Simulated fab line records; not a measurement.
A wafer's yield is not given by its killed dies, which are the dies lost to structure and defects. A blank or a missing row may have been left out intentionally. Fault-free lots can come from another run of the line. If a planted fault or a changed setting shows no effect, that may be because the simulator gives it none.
Matching of chambers | flow n5 finfet | N5_BEOL_M9_ALD_74 on ald metal-04: 4 sister chambers
The step deposits TaN, target thk 2 nm, pulse time 2 s, purge time 3 s. 4 wafers are shown with their chamber, then 10 later ones without.

## EACH WAFER AND ITS CHAMBER
wafer  | chamber | heater power w (W)
L089.4 | 3       | 343
L087.2 | 0       | 410
L088.3 | 1       | 377
L088.4 | 2       | 398

## WAFERS WHOSE CHAMBER IS MISSING
wafer  | heater power w (W)
L088.5 | 407
L090.1 | 395
L090.2 | 368
L090.3 | 403
L094.2 | 392
L094.3 | 332
L094.5 | 379
L095.1 | 376
L095.4 | 336
L095.6 | 399

## WHICH CHAMBER EACH WENT THROUGH
wafer  | from the rows above     | in truth
L088.5 | can't be placed: 0 or 2 | 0
L090.1 | 2                       | 2
L090.2 | 1                       | 1
L090.3 | can't be placed: 2 or 0 | 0
L094.2 | can't be placed: 2 or 1 | 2
L094.3 | 3                       | 3
L094.5 | 1                       | 1
L095.1 | 1                       | 1
L095.4 | 3                       | 3
L095.6 | can't be placed: 2 or 0 | 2
Correct placement for 6 of the 10. Can't be placed from these rows: 4 (the true chamber is among the candidates in 4). Wrongly placed: 0.
How it was worked out, from the rows above alone: a wafer's distance from a chamber is the root of the sum, over the readings, of the square of ((its reading less the chamber's mean) divided by the reading's scatter). The wafer belongs to the nearest chamber; if the next one is less than 2 further off, it can't be placed. Each chamber's mean is taken over the wafers shown for it. The scatter (one wafer shown for each chamber): square how far every hidden wafer sits from the nearest shown wafer, average those squares and take the square root.
